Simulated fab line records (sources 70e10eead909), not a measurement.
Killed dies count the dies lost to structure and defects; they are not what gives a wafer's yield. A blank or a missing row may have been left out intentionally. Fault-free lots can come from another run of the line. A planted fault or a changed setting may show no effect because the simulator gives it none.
Which tool was responsible? || flow nand-harc || Sampling: 10 lots, 30 wafers, 7 of 1302 route steps

WHAT THE GAUGES SHOWED, per wafer
NHARC_A_CHANNEL_HOLE_D2_OVL_MEAS_11. Usual: overlay-x-nm 0.0 nm, standard deviation 0.97; overlay-y-nm 0.2 nm, standard deviation 0.94.
{"lot": "L996", "measured": "day 15 01:42", "on": "overlay-02", "overlay-x-nm (nm)": "-0.2 0.0 0.0", "overlay-y-nm (nm)": "2.3 1.6 1.7", "flag": ""}
{"lot": "L995", "measured": "day 15 01:52", "on": "overlay-02", "overlay-x-nm (nm)": "0.6 0.4 -0.2", "overlay-y-nm (nm)": "-1.4 -1.4 -1.6", "flag": ""}
{"lot": "L999", "measured": "day 16 20:35", "on": "overlay-01", "overlay-x-nm (nm)": "-0.2 0.3 0.8", "overlay-y-nm (nm)": "0.0 0.0 0.2", "flag": ""}
{"lot": "L100", "measured": "day 17 12:25", "on": "overlay-02", "overlay-x-nm (nm)": "0.5 0.2 0.5", "overlay-y-nm (nm)": "-0.2 -0.1 0.3", "flag": ""}
{"lot": "L101", "measured": "day 17 12:53", "on": "overlay-01", "overlay-x-nm (nm)": "-0.9 -1.3 -0.8", "overlay-y-nm (nm)": "0.6 0.6 0.9", "flag": ""}
{"lot": "L103", "measured": "day 17 20:29", "on": "overlay-02", "overlay-x-nm (nm)": "1.7 1.7 2.4", "overlay-y-nm (nm)": "0.3 -0.7 -0.2", "flag": ""}
{"lot": "L106", "measured": "day 19 12:11", "on": "overlay-01", "overlay-x-nm (nm)": "-1.1 -1.1 -1.3", "overlay-y-nm (nm)": "0.3 -0.3 0.3", "flag": ""}
{"lot": "L111", "measured": "day 21 16:17", "on": "overlay-02", "overlay-x-nm (nm)": "-1.3 -0.9 -0.8", "overlay-y-nm (nm)": "1.1 0.7 1.1", "flag": ""}
{"lot": "L112", "measured": "day 22 10:17", "on": "overlay-01", "overlay-x-nm (nm)": "0.7 0.5 0.1", "overlay-y-nm (nm)": "0.8 0.5 1.0", "flag": ""}
{"lot": "L114", "measured": "day 22 10:39", "on": "overlay-02", "overlay-x-nm (nm)": "0.0 0.3 0.1", "overlay-y-nm (nm)": "1.3 1.1 0.9", "flag": ""}

NHARC_A_CHANNEL_HOLE_D2_CD_MEAS_31. Usual: 89.9 nm for cd-nm, sd 1.1.
{"lot": "L996", "measured": "day 15 12:32", "on": "cd-sem-03", "cd-nm (nm)": "87.7 90.0 89.6", "flag": ""}
{"lot": "L995", "measured": "day 15 13:25", "on": "cd-sem-01", "cd-nm (nm)": "90.4 89.8 89.9", "flag": ""}
{"lot": "L999", "measured": "day 17 03:22", "on": "cd-sem-02", "cd-nm (nm)": "87.9 89.6 89.8", "flag": ""}
{"lot": "L100", "measured": "day 17 19:28", "on": "cd-sem-01", "cd-nm (nm)": "90.8 89.9 88.9", "flag": ""}
{"lot": "L101", "measured": "day 17 23:35", "on": "cd-sem-01", "cd-nm (nm)": "85.8 87.7 85.4", "flag": "OFF"}
{"lot": "L103", "measured": "day 18 06:50", "on": "cd-sem-01", "cd-nm (nm)": "85.9 85.0 88.3", "flag": "OFF"}
{"lot": "L106", "measured": "day 19 19:02", "on": "cd-sem-02", "cd-nm (nm)": "89.4 90.0 90.4", "flag": ""}
{"lot": "L111", "measured": "day 21 23:04", "on": "cd-sem-03", "cd-nm (nm)": "89.0 89.5 88.4", "flag": ""}
{"lot": "L112", "measured": "day 22 17:04", "on": "cd-sem-03", "cd-nm (nm)": "89.5 89.1 90.9", "flag": ""}
{"lot": "L114", "measured": "day 22 18:29", "on": "cd-sem-02", "cd-nm (nm)": "89.6 90.4 90.8", "flag": ""}

NHARC_END_SORT_01. Usual: killed-at-array 57, standard deviation 18; killed-at-other 0.8, standard deviation 1; killed-at-periphery 3.9, standard deviation 2.8; killed-dies 62, standard deviation 18; killed-open 3.4, standard deviation 1.8; killed-short 2.2, standard deviation 1.6.
{"lot": "L999", "measured": "day 28 05:51", "on": "prober-02", "killed-at-array": "56 64 57", "killed-at-other": "0 0 0", "killed-at-periphery": "8 5 3", "killed-dies": "64 69 60", "killed-open": "3 3 4", "killed-short": "1 1 4", "flag": ""}
{"lot": "L100", "measured": "day 29 04:49", "on": "prober-02", "killed-at-array": 39, "killed-at-other": 0, "killed-at-periphery": 2, "killed-dies": 41, "killed-open": 2, "killed-short": 2, "flag": ""}

WHAT TOOL EACH LOT RAN ON (gives the tool, then ch and the chambers of the sampled wafers, and finally the start)
{"lot": "L996", "NHARC_A_CHANNEL_HOLE_D2_ETCH_23": "har-etch-01 ch 0,1, day 15 08:33", "NHARC_A_CHANNEL_HOLE_D2_ETCH_27": "har-etch-01 ch 0,1, day 15 11:01", "NHARC_A_CHANNEL_HOLE_D2_STRIP_28": "rie-diel-08 ch 0,2, day 15 11:49", "NHARC_A_CHANNEL_HOLE_D2_XSEM_32": "xsem-02 ch 0, day 15 12:37"}
{"lot": "L995", "NHARC_A_CHANNEL_HOLE_D2_ETCH_23": "har-etch-02 ch 0,1, day 15 09:32", "NHARC_A_CHANNEL_HOLE_D2_ETCH_27": "har-etch-02 ch 0,1, day 15 11:56", "NHARC_A_CHANNEL_HOLE_D2_STRIP_28": "rie-diel-12 ch 0,2,3, day 15 12:52", "NHARC_A_CHANNEL_HOLE_D2_XSEM_32": "xsem-01 ch 0, day 15 13:30"}
{"lot": "L999", "NHARC_A_CHANNEL_HOLE_D2_ETCH_23": "har-etch-01 ch 0,1, day 16 23:17", "NHARC_A_CHANNEL_HOLE_D2_ETCH_27": "har-etch-01 ch 0,1, day 17 01:49", "NHARC_A_CHANNEL_HOLE_D2_STRIP_28": "rie-diel-08 ch 0,2,3, day 17 02:40", "NHARC_A_CHANNEL_HOLE_D2_XSEM_32": "xsem-02 ch 0, day 17 03:28"}
{"lot": "L100", "NHARC_A_CHANNEL_HOLE_D2_ETCH_23": "har-etch-02 ch 0,1, day 17 15:21", "NHARC_A_CHANNEL_HOLE_D2_ETCH_27": "har-etch-02 ch 0,1, day 17 17:55", "NHARC_A_CHANNEL_HOLE_D2_STRIP_28": "rie-diel-08 ch 0,1,2, day 17 18:46", "NHARC_A_CHANNEL_HOLE_D2_XSEM_32": "xsem-02 ch 0, day 17 19:34"}
{"lot": "L101", "NHARC_A_CHANNEL_HOLE_D2_ETCH_23": "har-etch-01 ch 0,1, day 17 19:31", "NHARC_A_CHANNEL_HOLE_D2_ETCH_27": "har-etch-01 ch 0,1, day 17 22:02", "NHARC_A_CHANNEL_HOLE_D2_STRIP_28": "rie-diel-08 ch 1,3, day 17 22:56", "NHARC_A_CHANNEL_HOLE_D2_XSEM_32": "xsem-02 ch 0, day 17 23:40"}
{"lot": "L103", "NHARC_A_CHANNEL_HOLE_D2_ETCH_23": "har-etch-02 ch 0,1, day 18 02:46", "NHARC_A_CHANNEL_HOLE_D2_ETCH_27": "har-etch-02 ch 0,1, day 18 05:17", "NHARC_A_CHANNEL_HOLE_D2_STRIP_28": "rie-diel-08 ch 0,2,3, day 18 06:11", "NHARC_A_CHANNEL_HOLE_D2_XSEM_32": "xsem-01 ch 0, day 18 06:55"}
{"lot": "L106", "NHARC_A_CHANNEL_HOLE_D2_ETCH_23": "har-etch-02 ch 1, day 19 14:54", "NHARC_A_CHANNEL_HOLE_D2_ETCH_27": "har-etch-02 ch 1, day 19 17:26", "NHARC_A_CHANNEL_HOLE_D2_STRIP_28": "rie-diel-06 ch 0,1,2, day 19 18:23", "NHARC_A_CHANNEL_HOLE_D2_XSEM_32": "xsem-01 ch 0, day 19 19:07"}
{"lot": "L111", "NHARC_A_CHANNEL_HOLE_D2_ETCH_23": "har-etch-02 ch 0,1, day 21 18:59", "NHARC_A_CHANNEL_HOLE_D2_ETCH_27": "har-etch-02 ch 0,1, day 21 21:31", "NHARC_A_CHANNEL_HOLE_D2_STRIP_28": "rie-diel-12 ch 0,1,3, day 21 22:25", "NHARC_A_CHANNEL_HOLE_D2_XSEM_32": "xsem-02 ch 0, day 21 23:10"}
{"lot": "L112", "NHARC_A_CHANNEL_HOLE_D2_ETCH_23": "har-etch-02 ch 0,1, day 22 13:13", "NHARC_A_CHANNEL_HOLE_D2_ETCH_27": "har-etch-02 ch 0,1, day 22 15:35", "NHARC_A_CHANNEL_HOLE_D2_STRIP_28": "rie-diel-06 ch 0,2,3, day 22 16:29", "NHARC_A_CHANNEL_HOLE_D2_XSEM_32": "xsem-02 ch 0, day 22 17:10"}
{"lot": "L114", "NHARC_A_CHANNEL_HOLE_D2_ETCH_23": "har-etch-01 ch 0,1, day 22 14:32", "NHARC_A_CHANNEL_HOLE_D2_ETCH_27": "har-etch-01 ch 0,1, day 22 16:58", "NHARC_A_CHANNEL_HOLE_D2_STRIP_28": "rie-diel-08 ch 1,2,3, day 22 17:56", "NHARC_A_CHANNEL_HOLE_D2_XSEM_32": "xsem-01 ch 0, day 22 18:34"}
- NHARC_A_CHANNEL_HOLE_D2_ETCH_23: etches the open film in C4F8/O2/Ar, time 819 s, target depth 1600 nm.
- NHARC_A_CHANNEL_HOLE_D2_ETCH_27: etches the open film in C4F8/O2/Ar, time 90 s, target depth 400 nm.
- NHARC_A_CHANNEL_HOLE_D2_STRIP_28: strips in O2.
- NHARC_A_CHANNEL_HOLE_D2_XSEM_32

AS READ BY THE TOOLS THEMSELVES (means over the sampled wafers that have a number; for cases with no such wafer, the mark the record gives instead)
NHARC_A_CHANNEL_HOLE_D2_ETCH_23. Usual: chamber-pressure-mTorr 20.002 mTorr, standard deviation 0.018; drypump-motor-current-A 5.74 A, standard deviation 0.15; he-backside-leak-sccm 5.9 sccm, standard deviation 1.1; showerhead-plenum-p-Torr 3.65 Torr, standard deviation 0.15; throttle-valve-pct 32.156 %, standard deviation 0.009.
{"lot": "L996", "tool": "har-etch-01", "chamber-pressure-mTorr (mTorr)": 20.008, "drypump-motor-current-A (A)": 5.59, "he-backside-leak-sccm (sccm)": 5.6, "showerhead-plenum-p-Torr (Torr)": 3.55, "throttle-valve-pct (%)": 32.167, "flag": ""}
{"lot": "L995", "tool": "har-etch-02", "chamber-pressure-mTorr (mTorr)": 20.006, "drypump-motor-current-A (A)": 5.88, "he-backside-leak-sccm (sccm)": 7.3, "showerhead-plenum-p-Torr (Torr)": 3.63, "throttle-valve-pct (%)": 32.165, "flag": ""}
{"lot": "L999", "tool": "har-etch-01", "chamber-pressure-mTorr (mTorr)": 19.997, "drypump-motor-current-A (A)": 5.59, "he-backside-leak-sccm (sccm)": 5.6, "showerhead-plenum-p-Torr (Torr)": 3.54, "throttle-valve-pct (%)": 32.164, "flag": ""}
{"lot": "L100", "tool": "har-etch-02", "chamber-pressure-mTorr (mTorr)": 20.018, "drypump-motor-current-A (A)": 5.83, "he-backside-leak-sccm (sccm)": 5.9, "showerhead-plenum-p-Torr (Torr)": 3.85, "throttle-valve-pct (%)": 32.158, "flag": ""}
{"lot": "L101", "tool": "har-etch-01", "chamber-pressure-mTorr (mTorr)": 20.005, "drypump-motor-current-A (A)": 5.58, "he-backside-leak-sccm (sccm)": 5.7, "showerhead-plenum-p-Torr (Torr)": 3.53, "throttle-valve-pct (%)": 32.159, "flag": ""}
{"lot": "L103", "tool": "har-etch-02", "chamber-pressure-mTorr (mTorr)": 19.994, "drypump-motor-current-A (A)": 5.83, "he-backside-leak-sccm (sccm)": 5.5, "showerhead-plenum-p-Torr (Torr)": 3.85, "throttle-valve-pct (%)": 32.148, "flag": ""}
{"lot": "L106", "tool": "har-etch-02", "chamber-pressure-mTorr (mTorr)": 19.989, "drypump-motor-current-A (A)": 5.96, "he-backside-leak-sccm (sccm)": 4.7, "showerhead-plenum-p-Torr (Torr)": 3.68, "throttle-valve-pct (%)": 32.151, "flag": ""}
{"lot": "L111", "tool": "har-etch-02", "chamber-pressure-mTorr (mTorr)": 20.005, "drypump-motor-current-A (A)": 5.89, "he-backside-leak-sccm (sccm)": 5.1, "showerhead-plenum-p-Torr (Torr)": 3.75, "throttle-valve-pct (%)": 32.152, "flag": ""}
{"lot": "L112", "tool": "har-etch-02", "chamber-pressure-mTorr (mTorr)": 20.006, "drypump-motor-current-A (A)": 5.84, "he-backside-leak-sccm (sccm)": 5.7, "showerhead-plenum-p-Torr (Torr)": 3.81, "throttle-valve-pct (%)": 32.154, "flag": ""}
{"lot": "L114", "tool": "har-etch-01", "chamber-pressure-mTorr (mTorr)": 19.973, "drypump-motor-current-A (A)": 5.59, "he-backside-leak-sccm (sccm)": 7.7, "showerhead-plenum-p-Torr (Torr)": 3.49, "throttle-valve-pct (%)": 32.153, "flag": ""}

NHARC_A_CHANNEL_HOLE_D2_ETCH_27. Usual: chamber-pressure-mTorr 25.000 mTorr, standard deviation 0.025; drypump-motor-current-A 5.74 A, standard deviation 0.15; he-backside-leak-sccm 5.9 sccm, standard deviation 0.78; showerhead-plenum-p-Torr 3.68 Torr, standard deviation 0.16; throttle-valve-pct 27.619 %, standard deviation 0.0096.
{"lot": "L996", "tool": "har-etch-01", "chamber-pressure-mTorr (mTorr)": 24.986, "drypump-motor-current-A (A)": 5.58, "he-backside-leak-sccm (sccm)": 5.6, "showerhead-plenum-p-Torr (Torr)": 3.58, "throttle-valve-pct (%)": 27.621, "flag": ""}
{"lot": "L995", "tool": "har-etch-02", "chamber-pressure-mTorr (mTorr)": 24.991, "drypump-motor-current-A (A)": 5.89, "he-backside-leak-sccm (sccm)": 7.5, "showerhead-plenum-p-Torr (Torr)": 3.66, "throttle-valve-pct (%)": 27.605, "flag": ""}
{"lot": "L999", "tool": "har-etch-01", "chamber-pressure-mTorr (mTorr)": 25.010, "drypump-motor-current-A (A)": 5.59, "he-backside-leak-sccm (sccm)": 5.9, "showerhead-plenum-p-Torr (Torr)": 3.57, "throttle-valve-pct (%)": 27.617, "flag": ""}
{"lot": "L100", "tool": "har-etch-02", "chamber-pressure-mTorr (mTorr)": 24.994, "drypump-motor-current-A (A)": 5.83, "he-backside-leak-sccm (sccm)": 5.2, "showerhead-plenum-p-Torr (Torr)": 3.90, "throttle-valve-pct (%)": 27.621, "flag": ""}
{"lot": "L101", "tool": "har-etch-01", "chamber-pressure-mTorr (mTorr)": 24.987, "drypump-motor-current-A (A)": 5.59, "he-backside-leak-sccm (sccm)": 6.2, "showerhead-plenum-p-Torr (Torr)": 3.56, "throttle-valve-pct (%)": 27.621, "flag": ""}
{"lot": "L103", "tool": "har-etch-02", "chamber-pressure-mTorr (mTorr)": 25.008, "drypump-motor-current-A (A)": 5.84, "he-backside-leak-sccm (sccm)": 5.3, "showerhead-plenum-p-Torr (Torr)": 3.89, "throttle-valve-pct (%)": 27.626, "flag": ""}
{"lot": "L106", "tool": "har-etch-02", "chamber-pressure-mTorr (mTorr)": 25.005, "drypump-motor-current-A (A)": 5.97, "he-backside-leak-sccm (sccm)": 4.7, "showerhead-plenum-p-Torr (Torr)": 3.72, "throttle-valve-pct (%)": 27.617, "flag": ""}
{"lot": "L111", "tool": "har-etch-02", "chamber-pressure-mTorr (mTorr)": 25.017, "drypump-motor-current-A (A)": 5.88, "he-backside-leak-sccm (sccm)": 5.1, "showerhead-plenum-p-Torr (Torr)": 3.78, "throttle-valve-pct (%)": 27.620, "flag": ""}
{"lot": "L112", "tool": "har-etch-02", "chamber-pressure-mTorr (mTorr)": 25.016, "drypump-motor-current-A (A)": 5.84, "he-backside-leak-sccm (sccm)": 5.6, "showerhead-plenum-p-Torr (Torr)": 3.86, "throttle-valve-pct (%)": 27.618, "flag": ""}
{"lot": "L114", "tool": "har-etch-01", "chamber-pressure-mTorr (mTorr)": 24.974, "drypump-motor-current-A (A)": 5.59, "he-backside-leak-sccm (sccm)": 5.9, "showerhead-plenum-p-Torr (Torr)": 3.52, "throttle-valve-pct (%)": 27.615, "flag": ""}

NHARC_A_CHANNEL_HOLE_D2_STRIP_28. Usual: chamber-pressure-mTorr 60.00 mTorr, standard deviation 0.053; drypump-motor-current-A 5.6 A, standard deviation 0.4; oes-product-au 1.004 a.u., standard deviation 0.011; rf-vpp-V 57.9 V, standard deviation 0.95; showerhead-plenum-p-Torr 3.55 Torr, standard deviation 0.16; throttle-valve-pct 17.037 %, standard deviation 0.0097.
{"lot": "L996", "tool": "rie-diel-08", "chamber-pressure-mTorr (mTorr)": 60.03, "drypump-motor-current-A (A)": 5.3, "oes-product-au (a.u.)": 1.014, "rf-vpp-V (V)": 58.1, "showerhead-plenum-p-Torr (Torr)": 3.49, "throttle-valve-pct (%)": 17.037, "flag": ""}
{"lot": "L995", "tool": "rie-diel-12", "chamber-pressure-mTorr (mTorr)": 60.00, "drypump-motor-current-A (A)": 6.1, "oes-product-au (a.u.)": 1.005, "rf-vpp-V (V)": 58.2, "showerhead-plenum-p-Torr (Torr)": 3.59, "throttle-valve-pct (%)": 17.032, "flag": ""}
{"lot": "L999", "tool": "rie-diel-08", "chamber-pressure-mTorr (mTorr)": 60.02, "drypump-motor-current-A (A)": 5.4, "oes-product-au (a.u.)": 1.007, "rf-vpp-V (V)": 58.6, "showerhead-plenum-p-Torr (Torr)": 3.57, "throttle-valve-pct (%)": 17.033, "flag": ""}
{"lot": "L100", "tool": "rie-diel-08", "chamber-pressure-mTorr (mTorr)": 59.98, "drypump-motor-current-A (A)": 5.3, "oes-product-au (a.u.)": 0.996, "rf-vpp-V (V)": 57.3, "showerhead-plenum-p-Torr (Torr)": 3.45, "throttle-valve-pct (%)": 17.041, "flag": ""}
{"lot": "L101", "tool": "rie-diel-08", "chamber-pressure-mTorr (mTorr)": 15.12, "drypump-motor-current-A (A)": 5.2, "oes-product-au (a.u.)": 0.991, "rf-vpp-V (V)": 57.9, "showerhead-plenum-p-Torr (Torr)": 3.53, "throttle-valve-pct (%)": 17.035, "flag": "OFF"}
{"lot": "L103", "tool": "rie-diel-08", "chamber-pressure-mTorr (mTorr)": 15.13, "drypump-motor-current-A (A)": 5.4, "oes-product-au (a.u.)": 1.006, "rf-vpp-V (V)": 57.0, "showerhead-plenum-p-Torr (Torr)": 3.57, "throttle-valve-pct (%)": 17.029, "flag": "OFF"}
{"lot": "L106", "tool": "rie-diel-06", "chamber-pressure-mTorr (mTorr)": 60.02, "drypump-motor-current-A (A)": 5.4, "oes-product-au (a.u.)": 1.002, "rf-vpp-V (V)": 57.8, "showerhead-plenum-p-Torr (Torr)": 3.48, "throttle-valve-pct (%)": 17.034, "flag": ""}
{"lot": "L111", "tool": "rie-diel-12", "chamber-pressure-mTorr (mTorr)": 59.98, "drypump-motor-current-A (A)": 6.1, "oes-product-au (a.u.)": 0.999, "rf-vpp-V (V)": 58.4, "showerhead-plenum-p-Torr (Torr)": 3.68, "throttle-valve-pct (%)": 17.035, "flag": ""}
{"lot": "L112", "tool": "rie-diel-06", "chamber-pressure-mTorr (mTorr)": 59.94, "drypump-motor-current-A (A)": 5.6, "oes-product-au (a.u.)": 1.011, "rf-vpp-V (V)": 57.2, "showerhead-plenum-p-Torr (Torr)": 3.53, "throttle-valve-pct (%)": 17.032, "flag": ""}
{"lot": "L114", "tool": "rie-diel-08", "chamber-pressure-mTorr (mTorr)": 60.01, "drypump-motor-current-A (A)": 5.2, "oes-product-au (a.u.)": 1.000, "rf-vpp-V (V)": 57.9, "showerhead-plenum-p-Torr (Torr)": 3.57, "throttle-valve-pct (%)": 17.034, "flag": ""}

NHARC_A_CHANNEL_HOLE_D2_XSEM_32. Usual: bot-cd-nm 74.5 nm, standard deviation 1.1; bow-nm 8.7 nm, standard deviation 0.44; tilt-deg 0.08 degrees, standard deviation 0.041.
{"lot": "L996", "tool": "xsem-02", "bot-cd-nm (nm)": 73.3, "bow-nm (nm)": 8.8, "tilt-deg (degrees)": 0.00, "flag": ""}
{"lot": "L995", "tool": "xsem-01", "bot-cd-nm (nm)": 74.9, "bow-nm (nm)": 9.3, "tilt-deg (degrees)": 0.06, "flag": ""}
{"lot": "L999", "tool": "xsem-02", "bot-cd-nm (nm)": 74.4, "bow-nm (nm)": 9.4, "tilt-deg (degrees)": 0.08, "flag": ""}
{"lot": "L100", "tool": "xsem-02", "bot-cd-nm (nm)": 74.1, "bow-nm (nm)": 9.0, "tilt-deg (degrees)": 0.13, "flag": ""}
{"lot": "L101", "tool": "xsem-02", "bot-cd-nm (nm)": 70.4, "bow-nm (nm)": 8.6, "tilt-deg (degrees)": 0.10, "flag": "OFF"}
{"lot": "L103", "tool": "xsem-01", "bot-cd-nm (nm)": 71.0, "bow-nm (nm)": 8.6, "tilt-deg (degrees)": 0.09, "flag": "OFF"}
{"lot": "L106", "tool": "xsem-01", "bot-cd-nm (nm)": 74.3, "bow-nm (nm)": 8.0, "tilt-deg (degrees)": 0.03, "flag": ""}
{"lot": "L111", "tool": "xsem-02", "bot-cd-nm (nm)": 73.4, "bow-nm (nm)": 8.8, "tilt-deg (degrees)": 0.08, "flag": ""}
{"lot": "L112", "tool": "xsem-02", "bot-cd-nm (nm)": 74.6, "bow-nm (nm)": 8.8, "tilt-deg (degrees)": 0.12, "flag": ""}
{"lot": "L114", "tool": "xsem-01", "bot-cd-nm (nm)": 75.5, "bow-nm (nm)": 8.4, "tilt-deg (degrees)": 0.06, "flag": ""}

THE ANSWER, worked out from the rows above alone
Rule: a lot is off if the mean of its wafers that have a number lies more than 3 standard deviations from the usual mean. A lot without any number at a reading at which 4 lots or more have one is off too. The other lots that the step has rows for count as sound. After the gauges, taken in route order, come the tools' own readings; for these a lot's mean is taken, as printed above. The first step at which some lot is off is used, and at that step the reading that is off furthest; a lot without a number counts as furthest.
Off at NHARC_A_CHANNEL_HOLE_D2_CD_MEAS_31 (cd-nm): L101, L103.
A tool fits if, at a process step before that reading, it ran every lot that is off, and no sound lot after the first of them. Not tried: the gauges at NHARC_A_CHANNEL_HOLE_D2_CD_MEAS_31; whatever is off there is also off at NHARC_A_CHANNEL_HOLE_D2_STRIP_28, on other tools, and gauge error can't account for it. Of those tried, none fits.

WHAT HAD BEEN PUT IN BY THE SIMULATOR
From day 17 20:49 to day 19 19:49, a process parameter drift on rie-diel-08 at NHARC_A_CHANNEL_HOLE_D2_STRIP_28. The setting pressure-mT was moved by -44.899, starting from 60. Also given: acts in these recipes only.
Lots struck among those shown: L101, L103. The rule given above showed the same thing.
